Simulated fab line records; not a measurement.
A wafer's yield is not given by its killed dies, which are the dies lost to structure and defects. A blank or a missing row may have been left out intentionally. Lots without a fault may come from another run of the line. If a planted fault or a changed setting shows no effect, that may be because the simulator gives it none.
Which tool did it? + flow n5Finfet + Sampling: 24 lots, 72 wafers, 6 of 1938 route steps

## WHAT EACH GAUGE READ, for each wafer
N5_FIN_SAQP_CD_MEAS_37: the cd target is 8 nm. Usual: cdNm reads 8.09 nm (standard deviation 0.25).
| lot  | measured    | on       | cdNm (nm)      | flag |
|------|-------------|----------|----------------|------|
| L074 | day 2 03:08 | cdSem-02 | 8.01 7.85 8.05 |      |
| L075 | day 2 08:35 | cdSem-03 | 7.57 8.03 8.11 |      |
| L076 | day 2 14:31 | cdSem-01 | 8.51 8.73 8.50 |      |
| L077 | day 2 20:32 | cdSem-02 | 8.29 7.96 7.95 |      |
| L078 | day 3 01:50 | cdSem-02 | 8.07 8.03 7.92 |      |
| L079 | day 3 08:22 | cdSem-02 | 8.14 8.20 8.09 |      |
| L080 | day 3 14:07 | cdSem-01 | 8.40 8.12 8.10 |      |
| L081 | day 3 19:52 | cdSem-02 | 8.51 8.00 8.40 |      |
| L082 | day 4 04:29 | cdSem-01 | 8.11 8.15 8.20 |      |
| L083 | day 4 09:56 | cdSem-02 | 8.05 7.94 7.98 |      |
| L084 | day 4 15:05 | cdSem-02 | 8.18 7.91 7.90 |      |
| L085 | day 5 00:49 | cdSem-01 | 8.27 7.84 8.24 |      |
| L086 | day 5 02:32 | cdSem-02 | 7.90 8.16 8.08 |      |
| L087 | day 5 11:05 | cdSem-03 | 8.46 7.97 8.02 |      |
| L088 | day 5 15:34 | cdSem-02 | 7.72 7.98 8.01 |      |
| L089 | day 5 20:25 | cdSem-03 | 8.46 8.21 8.00 |      |
| L090 | day 6 03:53 | cdSem-01 | 7.77 7.74 8.62 |      |
| L091 | day 6 10:18 | cdSem-02 | 7.80 7.92 7.44 |      |
| L092 | day 6 16:20 | cdSem-03 | 8.03 8.29 7.98 |      |
| L093 | day 6 21:37 | cdSem-03 | 8.16 8.10 7.94 |      |
| L094 | day 7 02:23 | cdSem-03 | 7.79 7.65 7.99 |      |
| L095 | day 7 07:46 | cdSem-01 | 8.18 8.04 7.93 |      |
| L096 | day 7 13:30 | cdSem-01 | 8.46 8.17 8.07 |      |
| L097 | day 7 19:54 | cdSem-03 | 8.15 7.93 8.11 |      |

N5_FIN_CUT_OVL_MEAS_09. Usual: FIN_CUT_OVL typically reads 0.5 nm, with standard deviation 0.63.
| lot  | measured    | on         | FIN_CUT_OVL (nm) | flag |
|------|-------------|------------|------------------|------|
| L074 | day 2 03:37 | overlay-02 | 1.7 1.4 0.0      |      |
| L075 | day 2 09:13 | overlay-02 | 1.6 0.8 1.1      |      |
| L076 | day 2 14:59 | overlay-01 | 1.1 0.3 0.4      |      |
| L077 | day 2 20:59 | overlay-02 | 0.4 -0.1 0.5     |      |
| L078 | day 3 02:17 | overlay-01 | -0.1 -0.1 0.6    |      |
| L079 | day 3 08:58 | overlay-01 | 0.2 1.1 1.5      |      |
| L080 | day 3 14:35 | overlay-01 | 0.3 1.0 0.5      |      |
| L081 | day 3 20:20 | overlay-02 | 0.7 0.5 0.8      |      |
| L082 | day 4 04:59 | overlay-02 | 0.8 1.7 0.5      |      |
| L083 | day 4 10:26 | overlay-01 | -0.1 0.8 0.5     |      |
| L084 | day 4 15:38 | overlay-01 | 1.0 0.4 0.9      |      |
| L085 | day 5 01:17 | overlay-01 | -0.4 0.4 0.9     |      |
| L086 | day 5 03:02 | overlay-02 | 1.0 0.4 0.3      |      |
| L087 | day 5 11:34 | overlay-01 | -0.3 0.4 -0.3    |      |
| L088 | day 5 16:02 | overlay-02 | 0.8 1.9 0.5      |      |
| L089 | day 5 20:55 | overlay-02 | 0.4 -0.4 0.0     |      |
| L090 | day 6 04:22 | overlay-02 | 0.4 0.5 1.1      |      |
| L091 | day 6 10:46 | overlay-01 | -0.8 -0.2 -1.2   |      |
| L092 | day 6 16:47 | overlay-02 | -0.5 0.2 0.1     |      |
| L093 | day 6 22:12 | overlay-02 | -1.0 -0.1 0.3    |      |
| L094 | day 7 02:51 | overlay-01 | 1.5 0.2 0.7      |      |
| L095 | day 7 08:21 | overlay-02 | 1.0 1.1 1.0      |      |
| L096 | day 7 13:58 | overlay-02 | -0.6 0.3 0.0     |      |
| L097 | day 7 20:22 | overlay-02 | 1.0 -0.3 0.4     |      |

N5_STI_FIN_REVEAL_INSPECT_13: inspects for defects (darkfield). Usual: rawDefectCount reads 13 (standard deviation 5.5).
| lot  | measured    | on               | rawDefectCount | flag |
|------|-------------|------------------|----------------|------|
| L074 | day 2 13:49 | defectInspect-02 | 7 7 11         |      |
| L075 | day 2 19:19 | defectInspect-01 | 14 10 13       |      |
| L076 | day 3 03:14 | defectInspect-01 | 9 7 16         |      |
| L077 | day 3 09:35 | defectInspect-01 | 10 19 12       |      |
| L078 | day 3 12:07 | defectInspect-02 | 9 8 9          |      |
| L079 | day 3 18:43 | defectInspect-01 | 3 18 18        |      |
| L080 | day 4 01:23 | defectInspect-02 | 17 22 18       |      |
| L081 | day 4 06:24 | defectInspect-02 | 6 10 17        |      |
| L082 | day 4 15:08 | defectInspect-01 | 11 8 4         |      |
| L083 | day 4 21:12 | defectInspect-01 | 7 14 7         |      |
| L084 | day 5 01:43 | defectInspect-02 | 6 8 15         |      |
| L085 | day 5 12:59 | defectInspect-02 | 12 15 15       |      |
| L086 | day 5 13:22 | defectInspect-02 | 18 17 9        |      |
| L087 | day 5 21:50 | defectInspect-01 | 22 23 22       |      |
| L088 | day 6 01:45 | defectInspect-01 | 18 11 28       |      |
| L089 | day 6 06:45 | defectInspect-02 | 22 14 14       |      |
| L090 | day 6 14:43 | defectInspect-01 | 9 19 13        |      |
| L091 | day 6 20:36 | defectInspect-01 | 7 10 19        |      |
| L092 | day 7 02:39 | defectInspect-02 | 12 11 4        |      |
| L093 | day 7 08:08 | defectInspect-02 | 27 9 18        |      |
| L094 | day 7 12:38 | defectInspect-02 | 19 7 15        |      |
| L095 | day 7 18:08 | defectInspect-02 | 10 7 24        |      |
| L096 | day 7 23:51 | defectInspect-02 | 18 17 17       |      |
| L097 | day 8 06:55 | defectInspect-01 | 17 11 17       |      |

## EACH LOT AND THE TOOL THAT RAN IT (in order: tool; ch and the chambers of the sampled wafers; start)
| lot  | N5_FIN_SAQP_ALD_61              | N5_FIN_SAQP_RECESS_63            | N5_STI_FIN_REVEAL_ETCH_34      |
|------|---------------------------------|----------------------------------|--------------------------------|
| L074 | aldSin-02 ch 0,1,3, day 1 20:41 | vaporEtch-02 ch 0,1, day 2 01:16 | rieSi-03 ch 0,2,3, day 2 13:08 |
| L075 | aldSin-02 ch 1,2, day 2 02:34   | vaporEtch-01 ch 0,1, day 2 06:47 | rieSi-03 ch 0,1,3, day 2 18:37 |
| L076 | aldSin-01 ch 0,3, day 2 09:04   | vaporEtch-02 ch 0,1, day 2 12:35 | rieSi-02 ch 0,2,3, day 3 02:32 |
| L077 | aldSin-01 ch 0,3, day 2 14:47   | vaporEtch-02 ch 0,1, day 2 18:32 | rieSi-05 ch 0,1,2, day 3 08:53 |
| L078 | aldSin-04 ch 0,2, day 2 20:21   | vaporEtch-01 ch 1, day 3 00:06   | rieSi-02 ch 0,3, day 3 11:22   |
| L079 | aldSin-02 ch 0,1,2, day 3 02:41 | vaporEtch-02 ch 0,1, day 3 06:29 | rieSi-05 ch 1,2,3, day 3 18:01 |
| L080 | aldSin-02 ch 0,1, day 3 08:12   | vaporEtch-01 ch 0, day 3 12:07   | rieSi-05 ch 0,2,3, day 4 00:41 |
| L081 | aldSin-04 ch 0,2,3, day 3 14:09 | vaporEtch-02 ch 0,1, day 3 18:08 | rieSi-03 ch 0,1,2, day 4 05:39 |
| L082 | aldSin-01 ch 0,1,2, day 3 21:25 | vaporEtch-02 ch 0,1, day 4 02:02 | rieSi-03 ch 1,3, day 4 14:18   |
| L083 | aldSin-04 ch 0,1,2, day 4 02:34 | vaporEtch-02 ch 0,1, day 4 08:18 | rieSi-02 ch 0,2,3, day 4 20:10 |
| L084 | aldSin-02 ch 0,1,3, day 4 08:42 | vaporEtch-02 ch 0,1, day 4 12:50 | rieSi-05 ch 1,2,3, day 5 00:59 |
| L085 | aldSin-01 ch 1,2,3, day 4 17:58 | vaporEtch-01 ch 0,1, day 4 22:47 | rieSi-03 ch 0,2,3, day 5 12:17 |
| L086 | aldSin-04 ch 0,1, day 4 19:57   | vaporEtch-02 ch 0,1, day 5 00:49 | rieSi-02 ch 1,2,3, day 5 12:39 |
| L087 | aldSin-01 ch 0,1,3, day 5 04:34 | vaporEtch-01 ch 0,1, day 5 09:25 | rieSi-03 ch 0,1,3, day 5 21:08 |
| L088 | aldSin-01 ch 1,2,3, day 5 09:25 | vaporEtch-01 ch 0,1, day 5 13:34 | rieSi-02 ch 2,3, day 6 01:03   |
| L089 | aldSin-04 ch 0,2,3, day 5 14:43 | vaporEtch-02 ch 0,1, day 5 18:17 | rieSi-05 ch 0,2,3, day 6 06:03 |
| L090 | aldSin-01 ch 0,3, day 5 21:51   | vaporEtch-01 ch 0,1, day 6 01:46 | rieSi-05 ch 0,1,2, day 6 14:01 |
| L091 | aldSin-02 ch 0,1,2, day 6 02:57 | vaporEtch-01 ch 1, day 6 07:58   | rieSi-02 ch 0,2,3, day 6 19:54 |
| L092 | aldSin-04 ch 1,2,3, day 6 10:38 | vaporEtch-02 ch 0,1, day 6 14:14 | rieSi-02 ch 1,2,3, day 7 01:57 |
| L093 | aldSin-01 ch 0,1,3, day 6 14:39 | vaporEtch-02 ch 0,1, day 6 19:37 | rieSi-03 ch 0,1,3, day 7 07:26 |
| L094 | aldSin-04 ch 0,2,3, day 6 20:56 | vaporEtch-01 ch 0,1, day 7 00:31 | rieSi-03 ch 0,1,2, day 7 11:56 |
| L095 | aldSin-01 ch 0,2,3, day 7 02:04 | vaporEtch-02 ch 0, day 7 06:01   | rieSi-05 ch 0,1,3, day 7 17:26 |
| L096 | aldSin-02 ch 0,1,2, day 7 08:19 | vaporEtch-02 ch 0,1, day 7 11:45 | rieSi-03 ch 0,1,2, day 7 23:09 |
| L097 | aldSin-02 ch 0,1, day 7 14:11   | vaporEtch-02 ch 0,1, day 7 18:01 | rieSi-03 ch 0,3, day 8 06:14   |
- N5_FIN_SAQP_ALD_61: deposits SiO2, target thk 4 nm, pulse time 1 s, purge time 2 s.
- N5_FIN_SAQP_RECESS_63: chemistry HF/NH3, target SiO2, target depth 18 nm, afs cycles 3, sublimation time 60 s.
- N5_STI_FIN_REVEAL_ETCH_34: etches Si in H2, material Si, target depth 0.97 nm.

## AS READ BY THE TOOLS THEMSELVES (means over the sampled wafers that have a number; for cases with no such wafer, the mark the record gives instead)
N5_FIN_SAQP_ALD_61. Usual: heaterPowerW 442 W, standard deviation 57; precursorPulseHeightRel 1.002, standard deviation 0.018.
| lot  | tool      | heaterPowerW (W) | precursorPulseHeightRel | flag |
|------|-----------|------------------|-------------------------|------|
| L074 | aldSin-02 | 447              | 0.998                   |      |
| L075 | aldSin-02 | 402              | 0.992                   |      |
| L076 | aldSin-01 | 401              | 1.009                   |      |
| L077 | aldSin-01 | 399              | 1.007                   |      |
| L078 | aldSin-04 | 496              | 1.004                   |      |
| L079 | aldSin-02 | 437              | 0.998                   |      |
| L080 | aldSin-02 | 492              | 0.999                   |      |
| L081 | aldSin-04 | 460              | 0.998                   |      |
| L082 | aldSin-01 | 451              | 1.018                   |      |
| L083 | aldSin-04 | 471              | 0.988                   |      |
| L084 | aldSin-02 | 445              | 1.012                   |      |
| L085 | aldSin-01 | 448              | 0.993                   |      |
| L086 | aldSin-04 | 479              | 1.015                   |      |
| L087 | aldSin-01 | 401              | 1.007                   |      |
| L088 | aldSin-01 | 452              | 0.990                   |      |
| L089 | aldSin-04 | 461              | 1.006                   |      |
| L090 | aldSin-01 | 400              | 0.981                   |      |
| L091 | aldSin-02 | 443              | 1.001                   |      |
| L092 | aldSin-04 | 447              | 0.997                   |      |
| L093 | aldSin-01 | 400              | 1.013                   |      |
| L094 | aldSin-04 | 460              | 1.027                   |      |
| L095 | aldSin-01 | 460              | 0.995                   |      |
| L096 | aldSin-02 | 453              | 0.993                   |      |
| L097 | aldSin-02 | 439              | 1.000                   |      |

N5_FIN_SAQP_RECESS_63. Usual: drypumpMotorCurrentA reads 5.5 A (standard deviation 0.35).
| lot  | tool         | drypumpMotorCurrentA (A) | flag |
|------|--------------|--------------------------|------|
| L074 | vaporEtch-02 | 5.7                      |      |
| L075 | vaporEtch-01 | 5.6                      |      |
| L076 | vaporEtch-02 | 5.7                      |      |
| L077 | vaporEtch-02 | 5.4                      |      |
| L078 | vaporEtch-01 | 5.6                      |      |
| L079 | vaporEtch-02 | 5.4                      |      |
| L080 | vaporEtch-01 | 5.5                      |      |
| L081 | vaporEtch-02 | 5.4                      |      |
| L082 | vaporEtch-02 | 5.7                      |      |
| L083 | vaporEtch-02 | 5.4                      |      |
| L084 | vaporEtch-02 | 5.4                      |      |
| L085 | vaporEtch-01 | 5.6                      |      |
| L086 | vaporEtch-02 | 5.7                      |      |
| L087 | vaporEtch-01 | 5.6                      |      |
| L088 | vaporEtch-01 | 5.6                      |      |
| L089 | vaporEtch-02 | 5.4                      |      |
| L090 | vaporEtch-01 | 5.5                      |      |
| L091 | vaporEtch-01 | 5.6                      |      |
| L092 | vaporEtch-02 | 5.4                      |      |
| L093 | vaporEtch-02 | 5.7                      |      |
| L094 | vaporEtch-01 | 5.5                      |      |
| L095 | vaporEtch-02 | 6.0                      |      |
| L096 | vaporEtch-02 | 5.7                      |      |
| L097 | vaporEtch-02 | 5.4                      |      |

N5_STI_FIN_REVEAL_ETCH_34. Usual: drypumpMotorCurrentA 5.8 A, standard deviation 0.5; oesProductAu 1.009 a.u., standard deviation 0.014; throttleValvePct 25.9 %, standard deviation 0.48.
| lot  | tool     | drypumpMotorCurrentA (A) | oesProductAu (a.u.) | throttleValvePct (%) | flag |
|------|----------|--------------------------|---------------------|----------------------|------|
| L074 | rieSi-03 | 6.0                      | 1.020               | 25.9                 |      |
| L075 | rieSi-03 | 5.9                      | 1.009               | 25.8                 |      |
| L076 | rieSi-02 | 5.6                      | 1.009               | 25.8                 |      |
| L077 | rieSi-05 | 5.7                      | 1.026               | 25.8                 |      |
| L078 | rieSi-02 | 5.2                      | 1.007               | 26.3                 |      |
| L079 | rieSi-05 | 6.1                      | 1.014               | 25.6                 |      |
| L080 | rieSi-05 | 6.0                      | 1.012               | 26.2                 |      |
| L081 | rieSi-03 | 5.9                      | 1.010               | 26.0                 |      |
| L082 | rieSi-03 | 6.1                      | 1.005               | 25.9                 |      |
| L083 | rieSi-02 | 5.5                      | 0.998               | 25.9                 |      |
| L084 | rieSi-05 | 6.1                      | 1.014               | 25.6                 |      |
| L085 | rieSi-03 | 6.0                      | 1.014               | 25.9                 |      |
| L086 | rieSi-02 | 5.4                      | 1.013               | 25.7                 |      |
| L087 | rieSi-03 | 5.9                      | 1.011               | 25.8                 |      |
| L088 | rieSi-02 | 5.9                      | 1.024               | 25.6                 |      |
| L089 | rieSi-05 | 6.1                      | 1.007               | 26.2                 |      |
| L090 | rieSi-05 | 5.7                      | 1.013               | 25.8                 |      |
| L091 | rieSi-02 | 5.6                      | 1.014               | 25.8                 |      |
| L092 | rieSi-02 | 5.4                      | 1.006               | 25.7                 |      |
| L093 | rieSi-03 | 5.9                      | 1.010               | 25.8                 |      |
| L094 | rieSi-03 | 5.9                      | 1.015               | 26.0                 |      |
| L095 | rieSi-05 | 5.9                      | 1.006               | 25.8                 |      |
| L096 | rieSi-03 | 5.9                      | 1.007               | 26.0                 |      |
| L097 | rieSi-03 | 5.7                      | 1.021               | 25.8                 |      |

## THE ANSWER, worked out from the rows above alone
Rule: lot off if the mean of its wafers having a number is beyond 3 standard deviations from the usual mean. Also off: a lot with no number at a reading for which 4 or more lots have one. Any other lot the step has rows for is counted as sound. First the gauges in route order, then the tools' own readings, where a lot's mean is used as printed above. The first step at which some lot is off is used, and at that step the reading that is off furthest; a lot without a number counts as furthest.
None of the lots is off at any reading shown; this tells nothing.

## WHAT THE SIMULATOR PUT IN
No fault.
